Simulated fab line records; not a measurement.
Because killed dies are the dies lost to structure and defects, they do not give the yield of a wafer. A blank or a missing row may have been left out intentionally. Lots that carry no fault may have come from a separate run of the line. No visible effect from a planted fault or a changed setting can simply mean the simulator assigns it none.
A single fault, viewed from 3 desks -- flow n5 finfet -- each desk has only its own numbers; what lay behind them comes last

THE DEFECT DESK
Per lot, the means of the sampled wafers with a number show what the inspections along the route counted. The brackets show how far a lot's mean lies from the usual mean; more than 4 standard deviations puts the lot out of limits, marked OUT.
Columns: A = raw defect count at N5_BEOL_M7_INSPECT_13, usual 413
lot,first seen here,A
L670,day 9 07:01,370
L672,day 9 10:25,401
L677,day 10 09:58,420
L678,day 10 16:37,446
L679,day 11 05:25,435
L681,day 11 22:06,381
L691,day 14 17:41,353
Finding of this desk: none of the 7 lots has anything out of limits.

AT THE METROLOGY DESK
What the gauges read for every lot (on any tool): the sampled wafers with a number, averaged. The brackets show how far a lot's mean lies from the usual mean; more than 4 standard deviations puts the lot out of limits, marked OUT.
Columns: A = cd nm at N5_BEOL_M7_CD_MEAS_11, usual 38.5 nm; B = M7_OVL at N5_BEOL_M7_OVL_MEAS_12, usual 0.4 nm
lot,first seen here,A,B
L670,day 9 06:58,38.2,0.9
L672,day 9 10:21,38.6,0.8
L677,day 10 09:55,38.5,1.2
L678,day 10 16:33,38.2,-0.2
L679,day 11 05:21,38.5,0.6
L681,day 11 22:02,38.7,1.1
L691,day 14 17:38,38.5,-0.2
Finding of this desk: none of the 7 lots has anything out of limits.

AT THE TOOL OWNER'S DESK: rie diel-06
The tool's own readings at N5_BEOL_M7_ETCH_62 (etches SOC in N2/H2, target depth 110 nm, overetch 22 nm, time 165 s): means of the sampled wafers that have a number, for each lot that ran on this tool. The brackets show how far a lot's mean lies from the usual mean; more than 4 standard deviations puts the lot out of limits, marked OUT. Readings shown: 7 out of 8 (the first out of limits, and those lying furthest out on some lot).
Columns: A = drypump motor current A at N5_BEOL_M7_ETCH_62, usual 5.8 A; B = h2 flow sccm at N5_BEOL_M7_ETCH_62, usual 200.1 sccm; C = oes product au at N5_BEOL_M7_ETCH_62, usual 0.67 a.u.; D = rf fwd power W at N5_BEOL_M7_ETCH_62, usual 836.6 W; E = rf vpp V at N5_BEOL_M7_ETCH_62, usual 525.1 V; F = showerhead plenum p Torr at N5_BEOL_M7_ETCH_62, usual 2.59 Torr; G = throttle valve pct at N5_BEOL_M7_ETCH_62, usual 17.7 %
lot,first seen here,A,B,C,D,E,F,G
L670,day 9 07:09,6.1,200.8,0.76,837.0,526.0,2.60,17.3
L677,day 10 10:05,5.5,199.6,0.68,971.2 (+50) OUT,500.8 (-9.7) OUT,2.59,17.8
L679,day 11 06:03,5.4,200.1,0.72,971.6 (+50) OUT,502.9 (-8.9) OUT,2.65,17.4
L681,day 11 22:16,5.6,200.7,0.73,901.1 (+24) OUT,514.6 (-4.2) OUT,2.61,17.5
This desk finds L677, L679, L681 out of limits, L677 being first, at day 10 10:05 (rf fwd power W at N5_BEOL_M7_ETCH_62). In limits: L670.

ALL TOGETHER
The tool owner's desk could have raised an alarm at day 10 10:05, on L677, L679, L681.
No out-of-limits result turned up at the defect desk.
At the metrology desk, nothing out of limits was observed.
The defect desk has L677, L679, L681 on record, within its limits.
The metrology desk holds a record of L677, L679, L681, inside its limits.
On rie diel-06, each named lot ran N5_BEOL_M7_ETCH_62.

WHAT THE SIMULATOR HAD INSERTED
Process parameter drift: rie diel-06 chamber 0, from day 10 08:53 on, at N5_BEOL_M7_ETCH_62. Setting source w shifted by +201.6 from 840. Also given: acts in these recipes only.
Lots struck among those shown: L677, L679, L681.
Delay in hours, fault start to first out-of-limits reading, by desk: the tool owner's desk at 1.
